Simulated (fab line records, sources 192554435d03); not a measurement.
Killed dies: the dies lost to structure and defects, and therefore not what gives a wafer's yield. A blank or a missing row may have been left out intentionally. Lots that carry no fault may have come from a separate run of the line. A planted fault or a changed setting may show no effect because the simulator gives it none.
Chamber matching || flow n5 finfet || N5_BEOL_M2_ETCH_63 on rie diel-03 has 4 sister chambers
The step etches SiARC in CF4, target depth 15.6 nm, time 26 s. 14 wafers are shown with their chamber, then 7 later ones without.

== WAFERS, EACH WITH ITS CHAMBER ==
{"wafer": "L077.1", "chamber": 2, "showerhead plenum p Torr (Torr)": 2.06, "throttle valve pct (%)": 15.64, "etch rf on time s (s)": 25.2}
{"wafer": "L077.4", "chamber": 1, "showerhead plenum p Torr (Torr)": 2.27, "throttle valve pct (%)": 15.17, "etch rf on time s (s)": 24.7}
{"wafer": "L077.5", "chamber": 3, "showerhead plenum p Torr (Torr)": 2.25, "throttle valve pct (%)": 15.44, "etch rf on time s (s)": 26.8}
{"wafer": "L078.1", "chamber": 1, "showerhead plenum p Torr (Torr)": 2.27, "throttle valve pct (%)": 15.17, "etch rf on time s (s)": 24.7}
{"wafer": "L078.3", "chamber": 0, "showerhead plenum p Torr (Torr)": 2.07, "throttle valve pct (%)": 15.61, "etch rf on time s (s)": 26.5}
{"wafer": "L078.5", "chamber": 0, "showerhead plenum p Torr (Torr)": 2.07, "throttle valve pct (%)": 15.61, "etch rf on time s (s)": 26.6}
{"wafer": "L079.1", "chamber": 3, "showerhead plenum p Torr (Torr)": 2.25, "throttle valve pct (%)": 15.46, "etch rf on time s (s)": 26.4}
{"wafer": "L079.4", "chamber": 0, "showerhead plenum p Torr (Torr)": 2.07, "throttle valve pct (%)": 15.62, "etch rf on time s (s)": 26.6}
{"wafer": "L079.6", "chamber": 0, "showerhead plenum p Torr (Torr)": 2.07, "throttle valve pct (%)": 15.60, "etch rf on time s (s)": 26.5}
{"wafer": "L088.2", "chamber": 2, "showerhead plenum p Torr (Torr)": 2.05, "throttle valve pct (%)": 15.69, "etch rf on time s (s)": 25.6}
{"wafer": "L088.3", "chamber": 3, "showerhead plenum p Torr (Torr)": 2.25, "throttle valve pct (%)": 15.51, "etch rf on time s (s)": 26.7}
{"wafer": "L088.5", "chamber": 0, "showerhead plenum p Torr (Torr)": 2.06, "throttle valve pct (%)": 15.65, "etch rf on time s (s)": 26.6}
{"wafer": "L089.1", "chamber": 1, "showerhead plenum p Torr (Torr)": 2.26, "throttle valve pct (%)": 15.21, "etch rf on time s (s)": 25.0}
{"wafer": "L089.3", "chamber": 0, "showerhead plenum p Torr (Torr)": 2.06, "throttle valve pct (%)": 15.64, "etch rf on time s (s)": 26.4}

SIGNATURES, as means of the wafers listed above
{"reading": "showerhead plenum p Torr", "chamber 0": 2.0667, "chamber 1": 2.2667, "chamber 2": 2.0550, "chamber 3": 2.2500, "scatter within a chamber": 0.005}
{"reading": "throttle valve pct", "chamber 0": 15.6217, "chamber 1": 15.1833, "chamber 2": 15.6650, "chamber 3": 15.4700, "scatter within a chamber": 0.0261}
{"reading": "etch rf on time s", "chamber 0": 26.533, "chamber 1": 24.800, "chamber 2": 25.400, "chamber 3": 26.633, "scatter within a chamber": 0.161}
Rule: for a wafer and a chamber, the distance is found by dividing, reading by reading, the gap between the wafer's reading and the chamber's mean by the reading's scatter, squaring, summing and taking the root. If the next closest chamber is less than 2 further off than the closest, the wafer can't be placed; otherwise it belongs to the closest. The scatter: the root of (the sum of the squares of (reading less its chamber's mean) over the shown wafers, divided by (wafers less chambers)).

== WAFERS WITHOUT THEIR CHAMBER ==
{"wafer": "L089.4", "showerhead plenum p Torr (Torr)": 2.05, "throttle valve pct (%)": 15.70, "etch rf on time s (s)": 25.5}
{"wafer": "L093.2", "showerhead plenum p Torr (Torr)": 2.24, "throttle valve pct (%)": 15.51, "etch rf on time s (s)": 27.0}
{"wafer": "L093.3", "showerhead plenum p Torr (Torr)": 2.26, "throttle valve pct (%)": 15.23, "etch rf on time s (s)": 25.0}
{"wafer": "L093.5", "showerhead plenum p Torr (Torr)": 2.26, "throttle valve pct (%)": 15.23, "etch rf on time s (s)": 25.1}
{"wafer": "L097.1", "showerhead plenum p Torr (Torr)": 2.06, "throttle valve pct (%)": 15.68, "etch rf on time s (s)": 26.9}
{"wafer": "L097.3", "showerhead plenum p Torr (Torr)": 2.26, "throttle valve pct (%)": 15.25, "etch rf on time s (s)": 25.2}
{"wafer": "L097.5", "showerhead plenum p Torr (Torr)": 2.05, "throttle valve pct (%)": 15.71, "etch rf on time s (s)": 25.8}

== WHICH CHAMBER EACH ONE RAN IN ==
{"wafer": "L089.4", "from the rows above": 2, "in truth": 2}
{"wafer": "L093.2", "from the rows above": 3, "in truth": 3}
{"wafer": "L093.3", "from the rows above": 1, "in truth": 1}
{"wafer": "L093.5", "from the rows above": 1, "in truth": 1}
{"wafer": "L097.1", "from the rows above": 0, "in truth": 0}
{"wafer": "L097.3", "from the rows above": 1, "in truth": 1}
{"wafer": "L097.5", "from the rows above": 2, "in truth": 2}
Placed correctly: 7 of 7. Left unplaced by these rows: 0. 0 placed wrongly.
